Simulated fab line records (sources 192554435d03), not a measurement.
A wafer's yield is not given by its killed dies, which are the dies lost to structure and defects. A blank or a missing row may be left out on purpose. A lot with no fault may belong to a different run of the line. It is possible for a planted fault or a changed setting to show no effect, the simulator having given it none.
Chamber matching	flow n5Finfet	rieDiel-06 running N5_GATE_CUT_STRIP_42: 4 sister chambers
The step strips in O2. 7 wafers are shown with their chamber, then 7 later ones without.

== WAFERS WITH THEIR CHAMBER ==
wafer	chamber	showerheadPlenumPTorr (Torr)	throttleValvePct (%)
L076.4	0	2.13	16.65
L080.1	1	2.08	16.79
L080.2	2	2.24	16.64
L089.4	1	2.07	16.81
L089.6	3	1.93	16.36
L092.2	3	1.93	16.33
L092.4	2	2.23	16.69

== WAFERS WHOSE CHAMBER IS MISSING ==
wafer	showerheadPlenumPTorr (Torr)	throttleValvePct (%)
L092.5	2.23	16.67
L096.2	2.12	16.30
L096.4	1.92	16.37
L096.6	2.23	16.69
L097.2	2.12	16.30
L097.3	2.23	16.70
L097.4	1.92	16.38

== WHICH CHAMBER EACH WENT THROUGH ==
wafer	from the rows above	in truth
L092.5	2	2
L096.2	0	0
L096.4	3	3
L096.6	2	2
L097.2	0	0
L097.3	2	2
L097.4	3	3
Correct placement for 7 of the 7. Number that these rows cannot place: 0. 0 placed wrongly.
How it was worked out, from the rows above alone: a wafer's distance from a chamber is the root of the sum, over the readings, of the square of ((its reading less the chamber's mean) divided by the reading's scatter). If the next closest chamber is less than 2 further off than the closest, the wafer can't be placed; otherwise it belongs to the closest. Each chamber's mean is taken over the wafers shown for it. The scatter: the root of (the sum of the squares of (reading less its chamber's mean) over the shown wafers, divided by (wafers less chambers)).
